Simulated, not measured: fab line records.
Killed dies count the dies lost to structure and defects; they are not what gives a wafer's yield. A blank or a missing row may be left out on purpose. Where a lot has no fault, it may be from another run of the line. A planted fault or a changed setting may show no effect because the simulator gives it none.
Chamber matching :: flow n5 finfet :: 3 sister chambers for N5_BEOL_M11_CURE_71 on uv cure-01
The step cures SiCOH lowk, time 240 s. 20 wafers are shown with their chamber, then 10 later ones without.

## WAFERS WITH THEIR CHAMBER
wafer: L076.2
chamber: 0
wafer_temp_C_max: 386.2
lamp power pct (%): 52.35

wafer: L076.3
chamber: 0
wafer_temp_C_max: 386.1
lamp power pct (%): 52.33

wafer: L076.5
chamber: 0
wafer_temp_C_max: 386.2
lamp power pct (%): 52.20

wafer: L079.3
chamber: 1
wafer_temp_C_max: 386.2
lamp power pct (%): 52.29

wafer: L079.4
chamber: 1
wafer_temp_C_max: 386.3
lamp power pct (%): 52.33

wafer: L079.5
chamber: 1
wafer_temp_C_max: 386.2
lamp power pct (%): 52.36

wafer: L082.1
chamber: 1
wafer_temp_C_max: 386.9
lamp power pct (%): 52.28

wafer: L082.3
chamber: 1
wafer_temp_C_max: 386.4
lamp power pct (%): 52.38

wafer: L082.5
chamber: 1
wafer_temp_C_max: 386.4
lamp power pct (%): 52.28

wafer: L085.1
chamber: 2
wafer_temp_C_max: 386.9
lamp power pct (%): 52.28

wafer: L085.2
chamber: 2
wafer_temp_C_max: 386.8
lamp power pct (%): 52.35

wafer: L085.6
chamber: 2
wafer_temp_C_max: 386.9
lamp power pct (%): 52.19

wafer: L083.1
chamber: 2
wafer_temp_C_max: 387.0
lamp power pct (%): 52.35

wafer: L083.3
chamber: 2
wafer_temp_C_max: 387.1
lamp power pct (%): 52.36

wafer: L083.4
chamber: 2
wafer_temp_C_max: 387.1
lamp power pct (%): 52.35

wafer: L088.2
chamber: 2
wafer_temp_C_max: 387.0
lamp power pct (%): 52.31

wafer: L088.4
chamber: 2
wafer_temp_C_max: 386.7
lamp power pct (%): 52.25

wafer: L088.5
chamber: 2
wafer_temp_C_max: 387.0
lamp power pct (%): 52.32

wafer: L091.1
chamber: 0
wafer_temp_C_max: 386.7
lamp power pct (%): 52.40

wafer: L091.2
chamber: 0
wafer_temp_C_max: 386.3
lamp power pct (%): 52.27

SIGNATURES, as means of the wafers listed above
reading: wafer_temp_C_max
chamber 0: 386.300
chamber 1: 386.400
chamber 2: 386.944
scatter within a chamber: 0.203

reading: lamp power pct
chamber 0: 52.3100
chamber 1: 52.3200
chamber 2: 52.3067
scatter within a chamber: 0.0591
Rule: distance of a wafer from a chamber = root of the sum over the readings of ((wafer's reading minus chamber's mean) / reading's scatter) squared. If the next closest chamber is less than 2 further off than the closest, the wafer can't be placed; otherwise it belongs to the closest. The scatter is the square root of a quotient: the sum, over the shown wafers, of each reading's squared deviation from its chamber's mean, divided by wafers minus chambers.

## WAFERS WHOSE CHAMBER IS MISSING
wafer: L091.3
wafer_temp_C_max: 386.4
lamp power pct (%): 52.34

wafer: L092.1
wafer_temp_C_max: 386.6
lamp power pct (%): 52.36

wafer: L092.2
wafer_temp_C_max: 386.7
lamp power pct (%): 52.34

wafer: L092.3
wafer_temp_C_max: 387.4
lamp power pct (%): 52.35

wafer: L097.2
wafer_temp_C_max: 386.5
lamp power pct (%): 52.26

wafer: L097.4
wafer_temp_C_max: 386.5
lamp power pct (%): 52.33

wafer: L097.5
wafer_temp_C_max: 386.4
lamp power pct (%): 52.39

wafer: L095.2
wafer_temp_C_max: 386.8
lamp power pct (%): 52.26

wafer: L095.3
wafer_temp_C_max: 386.4
lamp power pct (%): 52.26

wafer: L095.4
wafer_temp_C_max: 386.6
lamp power pct (%): 52.31

## EACH ONE'S CHAMBER
wafer: L091.3
from the rows above: can't be placed: 1 or 0
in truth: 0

wafer: L092.1
from the rows above: can't be placed: 1 or 0 or 2
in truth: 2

wafer: L092.2
from the rows above: can't be placed: 2 or 1 or 0
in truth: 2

wafer: L092.3
from the rows above: 2
in truth: 2

wafer: L097.2
from the rows above: can't be placed: 1 or 0 or 2
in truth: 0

wafer: L097.4
from the rows above: can't be placed: 1 or 0 or 2
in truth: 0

wafer: L097.5
from the rows above: can't be placed: 1 or 0 or 2
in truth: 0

wafer: L095.2
from the rows above: can't be placed: 2 or 1 or 0
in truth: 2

wafer: L095.3
from the rows above: can't be placed: 0 or 1 or 2
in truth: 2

wafer: L095.4
from the rows above: can't be placed: 1 or 0 or 2
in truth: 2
1 of 10 placed correctly. Unplaceable from these rows: 9, with the true chamber sitting among the candidates in 9. 0 placed wrongly.
